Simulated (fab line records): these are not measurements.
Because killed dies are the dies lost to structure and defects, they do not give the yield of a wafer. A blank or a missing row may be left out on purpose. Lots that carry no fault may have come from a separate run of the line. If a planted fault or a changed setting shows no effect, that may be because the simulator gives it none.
Chamber matching ; flow n5-finfet ; N5_BEOL_M11_ILD_DEP_00 on pecvd-02: 3 sister chambers
The step deposits SiCOH lowk from DEMS/porogen, target thk 308.51 nm, time 58 s. 24 wafers are shown with their chamber, then 12 later ones without.

WAFERS PAIRED WITH THEIR CHAMBERS
wafer;chamber;throttle-valve-pct (%);heater-power-w (W);showerhead-plenum-p-Torr (Torr)
L075.1;2;12.3;383;5.759
L075.2;0;14.0;240;5.748
L075.3;1;14.4;257;5.734
L077.2;2;12.3;413;5.730
L077.3;0;13.8;238;5.750
L077.5;0;14.2;250;5.769
L078.2;2;12.5;417;5.753
L078.3;0;13.5;228;5.753
L078.6;2;12.5;424;5.737
L081.3;0;13.7;250;5.762
L081.4;2;12.4;415;5.737
L081.5;1;14.2;293;5.748
L082.1;0;13.8;247;5.776
L082.2;1;14.4;267;5.733
L082.6;0;14.1;244;5.770
L085.1;0;13.8;234;5.752
L085.5;2;12.4;412;5.741
L085.6;0;13.6;229;5.769
L087.1;1;14.1;271;5.742
L087.5;1;14.3;279;5.752
L087.6;0;13.7;193;5.775
L089.1;0;13.8;230;5.751
L089.3;1;14.3;312;5.757
L089.4;0;13.8;244;5.765

SIGNATURES, as means of the wafers listed above
reading;chamber 0;chamber 1;chamber 2;scatter within a chamber
throttle-valve-pct;13.817;14.283;12.400;0.161
heater-power-w;235.58;279.83;410.67;16.4
showerhead-plenum-p-Torr;5.76167;5.74433;5.74283;0.0104
Rule: a wafer lies at a distance from a chamber equal to the root of the sum of squares, over the readings, of (its reading less the chamber's mean, divided by the reading's scatter). The wafer belongs to the nearest chamber; if the next one is less than 2 further off, it can't be placed. How the scatter is found: for the shown wafers, subtract from each reading the mean of its chamber, square and add these, divide the total by (wafers less chambers), then take the root.

WAFERS MISSING THEIR CHAMBER
wafer;throttle-valve-pct (%);heater-power-w (W);showerhead-plenum-p-Torr (Torr)
L090.3;14.0;247;5.755
L090.5;12.6;413;5.743
L090.6;13.6;250;5.766
L097.1;13.8;237;5.758
L097.2;14.4;283;5.733
L097.3;12.2;414;5.727
L096.1;12.3;374;5.734
L096.4;13.8;246;5.766
L096.6;14.3;257;5.748
L095.3;13.9;200;5.757
L095.5;12.6;419;5.724
L095.6;14.2;288;5.744

WHICH CHAMBER EACH ONE RAN IN
wafer;from the rows above;in truth
L090.3;can't be placed: 0 or 1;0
L090.5;2;2
L090.6;0;0
L097.1;0;0
L097.2;1;1
L097.3;2;2
L096.1;2;2
L096.4;0;0
L096.6;1;1
L095.3;0;0
L095.5;2;2
L095.6;1;1
Placed correctly: 11 of 12. From these rows, 1 cannot be placed; in 1 the true chamber is one of the candidates. Number placed wrongly: 0.
